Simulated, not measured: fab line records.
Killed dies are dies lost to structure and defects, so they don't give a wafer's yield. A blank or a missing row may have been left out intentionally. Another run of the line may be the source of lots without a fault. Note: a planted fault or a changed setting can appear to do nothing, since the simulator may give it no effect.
What tool caused it? -- flow n5Finfet -- 11 lots (33 wafers sampled), 1 step of a 1938-step route

## WHAT THE GAUGES SHOWED, per wafer
N5_BEOL_M15_CD_MEAS_17 targets a cd of 360 nm.
lot,measured,on,cdNm (nm)
L893,day 11 10:00,cdSem-02,363.5 357.7 362.6
L894,day 11 13:58,cdSem-02,358.3 360.9 356.2
L895,day 12 10:23,cdSem-03,363.9 358.1 357.6
L896,day 12 10:25,cdSem-03,362.5 362.8 360.6
L899,day 12 18:25,cdSem-01,355.3 359.0 357.5
L902,day 13 09:14,cdSem-03,355.2 358.4 358.7
L911,day 16 02:26,cdSem-03,360.0 359.2 357.8
L912,day 16 17:59,cdSem-03,361.5 362.0 362.0
L914,day 16 19:04,cdSem-03,360.7 360.9 362.0
L915,day 17 11:17,cdSem-01,361.1 363.2 364.1
L913,day 17 19:52,cdSem-01,360.2 360.0 360.3

## WHICH TOOL RAN EACH LOT (tool, then ch and the chambers of the sampled wafers, then the start)
Record: no process step prior to these readings.

## THE ANSWER, worked out from the rows above alone
Rule: the usual values come from the lots themselves. The widest of any qualifying gaps counts: lots, ordered by their means at a reading, are off when they make up no more than a third of the lots, leave a main group of 4 or more, and stand apart from it by 3 or more times the standard deviation of that group's means. A main group whose means are all the same, to the digits that the tables above print for the reading, isn't used. A lot without any number at a reading at which 4 lots or more have one is off too. The other lots that the step has rows for count as sound.
No lot is off at any reading shown: from this, nothing can be told.

## WHAT THE SIMULATOR HAD INSERTED
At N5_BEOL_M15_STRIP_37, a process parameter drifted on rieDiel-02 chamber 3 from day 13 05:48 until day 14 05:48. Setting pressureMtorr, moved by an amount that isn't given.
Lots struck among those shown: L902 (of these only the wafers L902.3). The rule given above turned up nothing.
